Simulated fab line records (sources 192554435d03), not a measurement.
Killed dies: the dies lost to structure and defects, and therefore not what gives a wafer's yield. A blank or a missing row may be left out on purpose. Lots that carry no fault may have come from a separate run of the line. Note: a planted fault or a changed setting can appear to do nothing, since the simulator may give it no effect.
A struck lot beside a sound one	flow n5-finfet	18 steps out of a route of 1938
Sound: these wafers, L944.1, L944.3, L944.6. Struck: wafer L960.1 (left out: L960.3, L960.5 of the same lot, which were not struck); the cause appears at the end.
Each step with rows lists, per side, the tool, then ch with its chambers, then its first start. Under that, the readings that differ: sound wafers	struck wafers	difference of the means	sigmas: that difference in standard deviations of wafers without a fault.
alike: same words and numbers on both sides, and readings whose means sit less than 2 such deviations apart. not compared: any withheld reading, any reading some wafer has no value for, any bound like >300 that may hide the same value, and any number with overlapping values for which the record gives no deviation.
The two part at a step that has a row with sigmas, a row that says differs or no value, or rows on one side only. When numbers do not overlap yet have no deviation, they are printed without sigmas and do not part them. A reading missing from all wafers of one side parts the sides only when that side holds two or more wafers.

N5_BEOL_M15_DESCUM_33: chemistry O2, time 7.9 s.
  sound on rie-diel-06 ch 2,3, day 11 16:58; struck on rie-diel-06 ch 2, day 16 06:07
  alike: chamber-pressure-mTorr, drypump-motor-current-A, oes-product-au, rf-vpp-V, showerhead-plenum-p-Torr, throttle-valve-pct
  not compared: rf-hours-counter-h
then, 2 steps without rows for these wafers: N5_BEOL_M15_ETCH_61 (etches BARC in N2/H2, target depth 89 nm, overetch 26.7 nm, time 67.9 s); N5_BEOL_M15_TRENCH_ETCH_34 (etches SiO2 in C4F8/O2/Ar, target depth 872.93 nm, time 199 s).
N5_BEOL_M15_STRIP_36: strips in O2.
  sound on rie-diel-06 ch 2, day 11 20:07; struck on rie-diel-02 ch 0, day 16 06:26
  alike: chamber-pressure-mTorr, drypump-motor-current-A, oes-product-au, rf-vpp-V, showerhead-plenum-p-Torr, throttle-valve-pct
  not compared: rf-hours-counter-h
N5_BEOL_M15_STRIP_62: strips in O2.
  sound on rie-diel-06 ch 2; struck on rie-diel-02 ch 0
  alike: chamber-pressure-mTorr, drypump-motor-current-A, oes-product-au, rf-vpp-V, showerhead-plenum-p-Torr, throttle-valve-pct
  not compared: rf-hours-counter-h
then, 4 steps without rows for these wafers: N5_BEOL_M15_STRIP_37 (strips in O2); N5_BEOL_M15_ETCH_38 (etches SiCN in CF4/N2, target depth 106.4 nm, time 120.5 s); N5_BEOL_M15_PRECLEAN_39 (cleans in residue remover, time 60 s); N5_BEOL_M15_SRD_40 (time 30 s, dry time 30 s).
N5_BEOL_M15_DEGAS_41: time 60 s.
  sound on pvd-sputter-03 at day 11 21:08; struck on pvd-sputter-03 at day 16 07:17
  alike: heater-power-w
then, 1 step without rows for these wafers: N5_BEOL_M15_PRE_CLEAN_42 (time 30 s).
N5_BEOL_M15_SPUTTER_43: material TaN, target thk 15 nm, time 24.19 s.
  sound on pvd-sputter-03 at day 11 21:13; struck on pvd-sputter-03 at day 16 07:22
reading	sound	struck	difference	sigmas
cathode-dc-power-W (W)	15004 15004 15004	20151	+5147	+99 or more
model.TaN_of_BEOL_M15_SPUTTER_43.thk-nm (nm)	15.2 15.2 15	20.2	+5.1	
  alike: throttle-valve-pct
then, 1 step without rows for these wafers: N5_BEOL_M15_SPUTTER_44 (material Ta, target thk 15 nm, time 24.19 s).
N5_BEOL_M15_SPUTTER_45: material Cu, target thk 100 nm, time 16.67 s.
  sound on pvd-sputter-03 at day 11 21:22; struck on pvd-sputter-03 at day 16 07:31
  alike: cathode-dc-power-W, chuck-gas-flow-sccm, throttle-valve-pct
then, 2 steps without rows for these wafers: N5_BEOL_M15_ECD_47 (material Cu, target thk 1860 nm); N5_BEOL_M15_ANNEAL_48 (time 90 s).
N5_BEOL_M15_CMP_49: polishes, stops on SiO2, t overpolish 4.9 s, target thk 850 nm.
  sound on cmp-03 ch 1,2, day 11 22:01; struck on cmp-04 ch 0, day 16 08:16
reading	sound	struck	difference	sigmas
barrier-field-endpoint-s (s)	11.50 11.16 11.19	13.59	+2.31	+10
  alike: motor-current-A
  not compared: pad-life-wafers
N5_BEOL_M15_THK_MEAS_50: measures by xrf.
  sound on film-metro-01 at day 11 22:19; struck on film-metro-02 at day 16 08:29
  alike: M15_THK

## WHERE THEY PART
At N5_BEOL_M15_SPUTTER_43 first; at N5_BEOL_M15_CMP_49 last (within this record only). Later steps at which nothing parts them and some readings are alike: N5_BEOL_M15_THK_MEAS_50.

WHY: what the simulator had put in
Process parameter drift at N5_BEOL_M15_SPUTTER_43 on pvd-sputter-03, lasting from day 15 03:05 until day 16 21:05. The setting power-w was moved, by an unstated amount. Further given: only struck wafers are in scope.
